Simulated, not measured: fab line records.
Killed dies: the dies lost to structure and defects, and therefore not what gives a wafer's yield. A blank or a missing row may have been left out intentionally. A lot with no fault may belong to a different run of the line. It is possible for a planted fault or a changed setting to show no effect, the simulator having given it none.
One fault seen from 2 desks :: flow nandHarc :: each desk holds nothing but its own numbers, with what lay behind them at the end

## THE DEFECT DESK
Per lot, the means of the sampled wafers with a number show what the inspections along the route counted. Any lot whose mean is over 4 standard deviations away from the usual mean is out of limits and marked OUT; that distance is given in the brackets.
Columns: A = rawDefectCount at NHARC_A_CHANNEL_FILL_D1_INSPECT_13, usual 294
lot: L177
first seen here: day 10 23:13
A: 227

lot: L179
first seen here: day 11 08:28
A: 422

lot: L178
first seen here: day 11 08:34
A: 252

lot: L180
first seen here: day 12 05:02
A: 308

lot: L182
first seen here: day 12 17:22
A: 272

lot: L184
first seen here: day 13 22:50
A: 267

lot: L186
first seen here: day 14 14:48
A: 291

lot: L187
first seen here: day 15 09:52
A: 319

lot: L188
first seen here: day 15 18:08
A: 240

lot: L193
first seen here: day 17 11:43
A: 261

lot: L196
first seen here: day 18 21:14
A: 198

lot: L198
first seen here: day 19 17:02
A: 342
This desk found nothing out of limits on any of the 12 lots.

## AT THE TOOL OWNER'S DESK: rieSi-05
The tool's own readings at NHARC_A_DECK1_JOINT_ETCHBACK_00 (etches the open film in HBr, target depth 30 nm, time 17.4 s): means of the sampled wafers that have a number, for each lot that ran on this tool. Any lot whose mean is over 4 standard deviations away from the usual mean is out of limits and marked OUT; that distance is given in the brackets.
Columns: A = drypumpMotorCurrentA at NHARC_A_DECK1_JOINT_ETCHBACK_00, usual 5.5 A; B = oesProductAu at NHARC_A_DECK1_JOINT_ETCHBACK_00, usual 0.996 a.u.; C = rfFwdPowerW at NHARC_A_DECK1_JOINT_ETCHBACK_00, usual 344.0 W; D = throttleValvePct at NHARC_A_DECK1_JOINT_ETCHBACK_00, usual 23.267 %
lot: L177
first seen here: day 11 10:00
A: 5.4
B: 0.984
C: 343.3
D: 23.266

lot: L184
first seen here: day 14 09:38
A: 4.9
B: 0.991
C: 341.8
D: 23.268

lot: L186
first seen here: day 15 01:34
A: 5.2
B: 0.990
C: 343.1
D: 23.265

lot: L188
first seen here: day 16 06:17
A: 5.3
B: 0.994
C: 344.1
D: 23.257

lot: L196
first seen here: day 19 07:44
A: 5.4
B: 0.994
C: 344.7
D: 23.265

lot: L198
first seen here: day 20 03:52
A: 5.1
B: 0.984
C: 343.4
D: 23.268
This desk found nothing out of limits on any of the 6 lots.

## ALL TOGETHER
Nothing out of limits was seen by the defect desk.
The tool owner's desk saw nothing out of limits.

## WHAT THE SIMULATOR HAD PUT IN
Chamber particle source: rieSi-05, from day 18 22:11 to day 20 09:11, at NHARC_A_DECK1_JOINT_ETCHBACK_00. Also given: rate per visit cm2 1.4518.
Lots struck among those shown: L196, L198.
